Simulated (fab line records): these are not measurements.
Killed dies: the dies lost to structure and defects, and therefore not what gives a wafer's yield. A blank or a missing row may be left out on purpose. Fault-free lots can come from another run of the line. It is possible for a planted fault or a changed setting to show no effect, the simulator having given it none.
Split-lot experiment ; flow n5Finfet ; 7 lots, 21 wafers read, on a route of 1938 steps

## THE SPLIT
At N5_BEOL_M13_COAT_04 (resist thk 400 nm), the setting spinRpm was moved away from the recipe's 1625 rpm on 8 of the 21 wafers read, by -11.1% to +6.0%. For the rest of the wafers, this setting stayed at what the recipe calls for.

No step appears in the file between the split and the reading.

## THE READING
coat_of_BEOL_M13_COAT_04.thkNm (the simulator's own value, which no gauge read), in nm, at N5_BEOL_M13_ETCH_59 (etches BARC in N2/H2, target depth 89 nm, overetch 26.7 nm, time 67.9 s). The file gives no usual value for it. The 13 wafers here that ran the recipe average 317.2 nm, standard deviation 6.3 nm.

wafer;tool, chamber at the split;spinRpm as run, rpm;against the recipe;coat_of_BEOL_M13_COAT_04.thkNm, nm;against lot-mates on the recipe
L074.4;lithoTrack-04, 0;1625;recipe;318.8;-
L074.5;lithoTrack-04, 0;1625;recipe;318.2;-
L074.6;lithoTrack-04, 0;1625;recipe;316.2;-
L077.4;lithoTrack-02, 0;1450;-10.8%;351;+30.8
L077.5;lithoTrack-02, 0;1625;recipe;320.2;-
L077.6;lithoTrack-02, 0;1450;-10.8%;344;+23.8
L083.2;lithoTrack-01, 0;1625;recipe;310.8;-
L083.3;lithoTrack-01, 0;1625;recipe;320.4;-
L083.6;lithoTrack-01, 0;1625;recipe;319;-
L087.2;lithoTrack-01, 0;1625;recipe;317.4;-
L087.3;lithoTrack-01, 0;1676;+3.1%;318.4;+1.0
L087.4;lithoTrack-01, 0;1676;+3.1%;310.2;-7.2
L095.1;lithoTrack-01, 0;1444;-11.1%;334.8;+17.3
L095.3;lithoTrack-01, 0;1625;recipe;315.8;-
L095.5;lithoTrack-01, 0;1625;recipe;319.2;-
L096.3;lithoTrack-02, 0;1625;recipe;308.6;-
L096.4;lithoTrack-02, 0;1625;recipe;306.4;-
L096.5;lithoTrack-02, 0;1570;-3.4%;327.8;+20.3
L097.2;lithoTrack-02, 0;1625;recipe;332.8;-
L097.3;lithoTrack-02, 0;1723;+6.0%;321.6;-11.2
L097.6;lithoTrack-02, 0;1723;+6.0%;309;-23.8

FIT RESULTS
A straight line over all 21 wafers: coat_of_BEOL_M13_COAT_04.thkNm changes by -1.93 nm for each +1% of spinRpm; r = -0.79; the points scatter about the line by 7.1 nm.
The same after taking each lot's own level away (the mean of its wafers on the recipe; 21 wafers): -2.33 nm for each +1%; r = -0.91; scatter 5.1 nm.
On that fit, the largest move of spinRpm shifts the reading by 26 nm.
Measured against the standard deviation above, the lots' own levels, which go from 307.50 to 332.80 nm, span 4.0 times it.
So the lot-to-lot level blurs the effect unless lot-mates are compared.
Check: with one of the wafers moved furthest among these (-11.1%) left out of the fit, the line predicts +30.1 nm for it against its lot-mates. It came out at +17.3 nm against them.

## OTHER SPLITS APPLIED TO THESE WAFERS
These wafers also went through other splits before the reading. Each is held against what the fit with the lots' levels taken away leaves over:
other split on the same wafers;wafers away from the commonest value;r with coat_of_BEOL_M13_COAT_04.thkNm (lot level and that fit taken away)
N5_BEOL_M11_TRENCH_ETCH_37 timeS;7;-0.18
N5_BEOL_M11_CURE_72 timeS;9;-0.02

## THE WHOLE CHAIN: every reading that the file lists as answering this split, in the file's order
step;what it does;reading;change (the file's fit);r (the file's)
N5_BEOL_M13_COAT_04;resist thk 400 nm;coat_of_BEOL_M13_COAT_04.thkNm (the simulator's own value, which no gauge read);-2.15 nm for each +1% of the setting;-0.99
N5_BEOL_M13_ETCH_59;etches BARC in N2/H2, target depth 89 nm, overetch 26.7 nm, time 67.9 s;coat_of_BEOL_M13_COAT_04.thkNm (the simulator's own value, which no gauge read);-2.25 nm for each +1% of the setting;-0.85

## FILE'S OWN FIT
coat_of_BEOL_M13_COAT_04.thkNm changes by -2.25 nm for each +1% of spinRpm, r = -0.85.
